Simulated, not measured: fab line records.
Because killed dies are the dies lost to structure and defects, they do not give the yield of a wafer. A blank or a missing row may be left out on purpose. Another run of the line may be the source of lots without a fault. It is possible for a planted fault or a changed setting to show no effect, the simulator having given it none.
A struck lot beside a sound one -- flow nand_harc -- 15 out of 1302 route steps
Sound: these wafers, L701.3, L701.4, L701.6. Struck: wafer L700.6 (left out: L700.4, a lot-mate that was not struck); the cause follows at the end.
Each step with rows lists, per side, the tool, then ch with its chambers, then its first start. Under that, the readings that differ: sound wafers -- struck wafers -- difference of the means -- sigmas: that difference in standard deviations of wafers without a fault.
alike: same words and numbers on both sides, and readings whose means sit less than 2 such deviations apart. not compared: any withheld reading, any reading some wafer has no value for, any bound like >300 that may hide the same value, and any number with overlapping values for which the record gives no deviation.
The two part at a step that has a row with sigmas, a row that says differs or no value, or rows on one side only. Numbers that have no deviation but don't overlap get no sigmas and don't part them. A reading missing from all wafers of one side parts the sides only when that side holds two or more wafers.

first, 6 steps without rows for these wafers: NHARC_A_DECK1_JOINT_CVD_34 (deposits SiNx, target thk 20 nm); NHARC_A_DECK1_JOINT_DEP_06 (deposits SiOx, target thk 80 nm); NHARC_A_DECK1_JOINT_CURE_26 (time 32 s); NHARC_A_DECK1_JOINT_ANNEAL_27 (time 3600 s); NHARC_A_DECK1_JOINT_ANNEAL_28 (time 1800 s); NHARC_A_DECK1_JOINT_ANNEAL_29 (time 1800 s).
NHARC_A_DECK1_JOINT_CMP_02: polishes SiOx.
  sound on cmp-04 ch 0,2,3, day 21 10:09; struck on cmp-04 ch 2, day 20 19:42
reading,sound,struck,difference,sigmas
motor_current_A (A),12.1 10.4 13.0,14.2,+2.4,+2
after that, 1 step had no rows for these wafers: NHARC_A_DECK1_JOINT_SRD_15.
NHARC_A_DECK1_JOINT_DEP_16: deposits SiO2, target thk 45 nm.
  sound on pecvd-03 ch 1,2, day 21 10:34; struck on pecvd-04 ch 1, day 20 20:09
reading,sound,struck,difference,sigmas
throttle_valve_pct (%),16.9 17.2 16.8,15.5,-1.5,-2
  alike: heater_power_w
NHARC_A_DECK1_JOINT_THK_MEAS_17: measures by ellipsometry.
  sound on film_metro-02, day 21 10:47; struck on film_metro-01, day 20 20:19
  alike: thk_nm
NHARC_A_DECK1_JOINT_INSPECT_05:
  sound on defect_inspect-01, day 21 10:50; struck on defect_inspect-01, day 20 20:22
  alike: raw_defect_count
NHARC_A_ONON_D2_DEP_00: target thk 1000 nm.
  sound on pecvd_onon-01 ch 0, day 21 11:01; struck on pecvd_onon-02 ch 0, day 20 20:36
NHARC_A_ONON_D2_THK_MEAS_02: measures by ellipsometry.
  sound on film_metro-02, day 21 11:24; struck on film_metro-01, day 20 20:56
reading,sound,struck,difference,sigmas
thk_nm (nm),1003 1003 1004,650,-353,-43
next comes 1 step that has no rows for these wafers: NHARC_A_ONON_D2_DEP_03 (target thickness 1000 nm).
-- the record jumps here: 13 days lie between the struck wafers' starts before and after (it left off in module A_ONON_D2 and takes up again in module END, whose first step shown is number 1302 of the route) --
NHARC_END_SORT_01:
  at this point the record logs the struck wafers (prober-01 ch 0, day 33 15:07) and has no rows for the sound ones

== WHERE THEY PART ==
Earliest at NHARC_A_DECK1_JOINT_CMP_02; latest, in this record, at NHARC_END_SORT_01.

WHY: the cause the simulator had injected
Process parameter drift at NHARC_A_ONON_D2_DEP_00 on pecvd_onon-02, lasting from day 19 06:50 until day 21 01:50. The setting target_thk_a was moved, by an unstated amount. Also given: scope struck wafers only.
